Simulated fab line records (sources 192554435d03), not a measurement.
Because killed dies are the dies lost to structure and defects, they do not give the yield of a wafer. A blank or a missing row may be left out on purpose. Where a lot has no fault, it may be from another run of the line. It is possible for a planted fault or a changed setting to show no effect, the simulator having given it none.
A single fault, viewed from 2 desks :: flow n5 finfet :: what lay behind the numbers comes last; until then each desk has only its own

## DESK OF THE TOOL OWNER: litho track-01
The tool's own readings at N5_HKMG_FIN_COAT_42 (time 60 s, resist thk 35 nm): means of the sampled wafers that have a number, for each lot that ran on this tool. Any lot whose mean is over 4 standard deviations away from the usual mean is out of limits and marked OUT; that distance is given in the brackets.
Columns: A = chill plate temp C at N5_HKMG_FIN_COAT_42, usual 23.02 C; B = spin speed rpm at N5_HKMG_FIN_COAT_42, usual 1499.8 rpm
lot: L277
first seen here: day 6 11:37
A: 22.92
B: 1587.3 (+80) OUT

lot: L279
first seen here: day 6 23:14
A: 23.19
B: 1586.4 (+79) OUT
This desk's finding: out of limits on L277, L279; first on L277, day 6 11:37 (spin speed rpm at N5_HKMG_FIN_COAT_42). In limits: none.

## FROM THE METROLOGY DESK
Lot by lot, what the gauges showed, no matter which tool ran the lot: averages of those sampled wafers that carry a number. Any lot whose mean is over 4 standard deviations away from the usual mean is out of limits and marked OUT; that distance is given in the brackets. 7 of its 10 readings are shown, namely those furthest out on some lot.
Columns: A = DIBL_P at N5_BEOL_M4_RC_MEAS_101, usual 36.4 mV/V; B = IOFF_P at N5_BEOL_M4_RC_MEAS_101, usual 0.22 nA/um; C = ION_N at N5_BEOL_M4_RC_MEAS_101, usual 672 uA/um; D = ION_P at N5_BEOL_M4_RC_MEAS_101, usual 462 uA/um; E = SS_N at N5_BEOL_M4_RC_MEAS_101, usual 71.6 mV/dec; F = VT_N at N5_BEOL_M4_RC_MEAS_101, usual 250 mV; G = VT_P at N5_BEOL_M4_RC_MEAS_101, usual -250 mV
lot: L277
first seen here: day 10 18:35
A: 35.0
B: 0.17
C: 658
D: 448
E: 71.1
F: 253
G: -257

lot: L279
first seen here: day 11 18:31
A: 36.4
B: 0.23
C: 665
D: 468
E: 71.5
F: 252
G: -248

lot: L282
first seen here: day 12 23:58
A: 33.2
B: 0.22
C: 666
D: 466
E: 71.0
F: 253
G: -244

lot: L286
first seen here: day 13 21:37
A: 38.6
B: 0.24
C: 687
D: 465
E: 71.8
F: 247
G: -250
This desk found nothing out of limits on any of the 4 lots.

## ALL TOGETHER
The tool owner's desk could have raised an alarm at day 6 11:37, on L277, L279.
From the metrology desk's view, nothing was out of limits.
The metrology desk has L277, L279 on record, within its limits.
All the named lots went through N5_HKMG_FIN_COAT_42 on litho track-01.

## WHAT HAD BEEN PUT IN BY THE SIMULATOR
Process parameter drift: litho track-01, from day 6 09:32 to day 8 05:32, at N5_HKMG_FIN_COAT_42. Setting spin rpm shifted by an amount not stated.
Struck lots among those shown: L277, L279.
Each desk's first reading out of limits, in hours after the fault started: the tool owner's desk, 2.
